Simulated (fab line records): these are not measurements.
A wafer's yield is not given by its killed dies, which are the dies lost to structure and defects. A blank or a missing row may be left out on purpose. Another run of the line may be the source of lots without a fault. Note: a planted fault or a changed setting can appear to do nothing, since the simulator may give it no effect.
Comparing a struck lot with a sound one | flow nand harc | 37 steps out of a route of 1159
Sound: the wafers L656.3, L656.4, L656.5. The struck wafers were L667.2, L667.3, L667.6. At the end, the cause is stated.
For every step that has rows: the tool of each side, followed by ch and its chambers, followed by its first start. Under that, the readings that differ: sound wafers | struck wafers | difference of the means | sigmas: that difference in standard deviations of wafers without a fault.
alike: words and numbers the same on both sides, and readings whose means are apart by under 2 such deviations; not compared: readings that were withheld, readings missing a value for some wafer, numbers with overlapping values and no deviation given by the record, and bounds like >300 which may hide the same value.
A row with sigmas, a row that says differs or no value, or rows on one side alone: a step with any of these is where the two part. Non-overlapping numbers with no deviation appear without sigmas and do not part them. A reading missing from all wafers of one side parts the sides only when that side holds two or more wafers.

first, 11 steps without rows for these wafers: NHARC_A_STAIRCASE_ETCH_313 (etches the open film in CF4/CHF3); NHARC_A_STAIRCASE_HM_OPEN_463 (chemistry O2/COS); NHARC_A_STAIRCASE_STRIP_464 (strips in O2/COS); NHARC_A_STAIRCASE_ETCH_453 (etches the open film in CF4/O2, target depth 30 nm, overetch 3 nm, time 16.5 s); NHARC_A_STAIRCASE_ETCH_315 (etches the open film in C4F8/O2/Ar, target depth 2500 nm, time 607.1 s); NHARC_A_STAIRCASE_STRIP_316 (strips in O2); NHARC_A_STAIRCASE_STRIP_317 (strips in SPM, time 900 s); NHARC_A_STAIRCASE_PRECLEAN_318 (cleans in SC1); NHARC_A_STAIRCASE_SRD_329; NHARC_A_STAIRCASE_ALD_415 (deposits SiO2, target thk 30 nm, pulse time 6 s, ald cycles 300); NHARC_A_STAIRCASE_ETCHBACK_416 (etches the open film in C4F8/O2/Ar, target depth 36 nm, time 7.2 s).
NHARC_A_STAIRCASE_STRIP_476: strips in O2, time 20 s.
  sound on rie diel-06 ch 1,2,3, day 13 03:11; struck on rie diel-06 ch 1,2,3, day 15 10:12
  alike: drypump motor current A, oes product au, rf vpp V, showerhead plenum p Torr, throttle valve pct
  not compared: rf hours counter h
NHARC_A_STAIRCASE_DEP_417: deposits Si3N4, target thk 60 nm.
  sound on pecvd-01 ch 1,2, day 13 03:17; struck on pecvd-04 ch 0,2, day 15 10:17
  alike: heater power w, showerhead vpp V
then, 3 steps without rows for these wafers: NHARC_A_STAIRCASE_WET_418 (chemistry H3PO4, target depth 20 nm); NHARC_A_STAIRCASE_PRECLEAN_419 (cleans in SC1); NHARC_A_STAIRCASE_SRD_421.
NHARC_A_STAIRCASE_ALD_420: deposits SiO2, target thk 20 nm, pulse time 6 s, ald cycles 200.
  sound on ald hk-04 ch 0,1,2, day 13 06:52; struck on ald hk-04 ch 2,3, day 15 14:14
  alike: heater power w, precursor pulse height rel
then, 1 step without rows for these wafers: NHARC_A_STAIRCASE_CVD_552 (deposits SiNx, target thk 40 nm).
NHARC_A_STAIRCASE_DEP_151: deposits SiO2, target thk 3800 nm.
  sound on pecvd-04 ch 0,1, day 13 14:08; struck on pecvd-04 ch 0,1, day 15 22:20
  alike: heater power w
then, 1 step without rows for these wafers: NHARC_A_STAIRCASE_ANNEAL_320 (time 1800 s).
NHARC_A_STAIRCASE_DEP_322: deposits SiO2, target thk 3800 nm.
  sound on pecvd-04 ch 0,1,2, day 13 22:22; struck on pecvd-03 ch 0,1, day 16 05:24
  alike: heater power w
then, 1 step without rows for these wafers: NHARC_A_STAIRCASE_ANNEAL_323 (time 1800 s).
NHARC_A_STAIRCASE_DEP_325: deposits SiO2, target thk 3800 nm.
  sound on pecvd-01 ch 0,1, day 14 05:18; struck on pecvd-04 ch 0,1,2, day 16 13:16
  alike: heater power w
then, 13 steps without rows for these wafers: NHARC_A_STAIRCASE_ANNEAL_326 (time 1800 s); NHARC_A_STAIRCASE_DEHYDRATE_433 (time 120 s); NHARC_A_STAIRCASE_HMDS_434 (time 30 s); NHARC_A_STAIRCASE_COAT_435; NHARC_A_STAIRCASE_SOFTBAKE_436 (time 170 s); NHARC_A_STAIRCASE_EBR_437; NHARC_A_STAIRCASE_EXPOSE_438 (exposes mask STAIR REV); NHARC_A_STAIRCASE_PEB_439 (peb time 130 s); NHARC_A_STAIRCASE_DEVELOP_440 (time 140 s); NHARC_A_STAIRCASE_HARDBAKE_442 (time 140 s); NHARC_A_STAIRCASE_DESCUM_443 (chemistry O2, time 3 s); NHARC_A_STAIRCASE_ETCH_444 (etches the open film in C4F8/O2, target depth 10200 nm, time 3400 s); NHARC_A_STAIRCASE_STRIP_446 (strips in O2).
-- jump in the record: it breaks off in module A_STAIRCASE and resumes in module END (first step shown: number 1159 of the route), and 7 days separate the struck wafers' starts before and after --
NHARC_END_SORT_01:
  only the struck wafers appear in the record here, on prober-02 ch 0 at day 23 12:23; the sound ones have no rows

== WHERE THEY PART ==
Only at NHARC_END_SORT_01, as far as this record shows.

WHY: what had been put in by the simulator
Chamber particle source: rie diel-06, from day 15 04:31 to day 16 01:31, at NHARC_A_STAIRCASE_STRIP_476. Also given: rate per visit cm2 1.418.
